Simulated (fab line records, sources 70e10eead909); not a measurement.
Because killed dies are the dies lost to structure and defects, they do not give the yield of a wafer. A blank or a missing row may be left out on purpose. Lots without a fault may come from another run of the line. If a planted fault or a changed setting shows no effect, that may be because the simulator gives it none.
Matching of chambers :: flow nand-harc :: rie-diel-04 running NHARC_A_STAIRCASE_DESCUM_270: 4 sister chambers
The step chemistry O2, time 3 s. 8 wafers are shown with their chamber, then 7 later ones without.

== EACH WAFER AND ITS CHAMBER ==
wafer: L082.1
chamber: 3
drypump-motor-current-A (A): 6.1
showerhead-plenum-p-Torr (Torr): 1.93

wafer: L087.1
chamber: 3
drypump-motor-current-A (A): 6.2
showerhead-plenum-p-Torr (Torr): 1.93

wafer: L087.5
chamber: 1
drypump-motor-current-A (A): 5.9
showerhead-plenum-p-Torr (Torr): 1.87

wafer: L090.3
chamber: 1
drypump-motor-current-A (A): 5.9
showerhead-plenum-p-Torr (Torr): 1.86

wafer: L090.4
chamber: 2
drypump-motor-current-A (A): 5.2
showerhead-plenum-p-Torr (Torr): 1.80

wafer: L090.5
chamber: 0
drypump-motor-current-A (A): 5.7
showerhead-plenum-p-Torr (Torr): 1.82

wafer: L092.1
chamber: 2
drypump-motor-current-A (A): 5.1
showerhead-plenum-p-Torr (Torr): 1.80

wafer: L092.3
chamber: 0
drypump-motor-current-A (A): 5.7
showerhead-plenum-p-Torr (Torr): 1.82

== WAFERS WITHOUT THEIR CHAMBER ==
wafer: L092.6
drypump-motor-current-A (A): 5.8
showerhead-plenum-p-Torr (Torr): 1.86

wafer: L095.2
drypump-motor-current-A (A): 5.6
showerhead-plenum-p-Torr (Torr): 1.82

wafer: L095.3
drypump-motor-current-A (A): 6.2
showerhead-plenum-p-Torr (Torr): 1.92

wafer: L095.4
drypump-motor-current-A (A): 5.1
showerhead-plenum-p-Torr (Torr): 1.79

wafer: L097.1
drypump-motor-current-A (A): 5.9
showerhead-plenum-p-Torr (Torr): 1.85

wafer: L097.5
drypump-motor-current-A (A): 5.1
showerhead-plenum-p-Torr (Torr): 1.79

wafer: L097.6
drypump-motor-current-A (A): 5.8
showerhead-plenum-p-Torr (Torr): 1.85

== WHICH CHAMBER EACH ONE RAN IN ==
wafer: L092.6
from the rows above: 1
in truth: 1

wafer: L095.2
from the rows above: 0
in truth: 0

wafer: L095.3
from the rows above: 3
in truth: 3

wafer: L095.4
from the rows above: 2
in truth: 2

wafer: L097.1
from the rows above: 1
in truth: 1

wafer: L097.5
from the rows above: 2
in truth: 2

wafer: L097.6
from the rows above: 1
in truth: 1
7 of 7 placed correctly. Can't be placed from these rows: 0. Wrongly placed: 0.
How it was worked out, from the rows above alone: a wafer's distance from a chamber is the root of the sum, over the readings, of the square of ((its reading less the chamber's mean) divided by the reading's scatter). If the next closest chamber is less than 2 further off than the closest, the wafer can't be placed; otherwise it belongs to the closest. A chamber's mean is the mean of its shown wafers. The scatter: take each reading less its chamber's mean, square it, sum over the shown wafers, divide by the number of wafers less the number of chambers, and take the root.
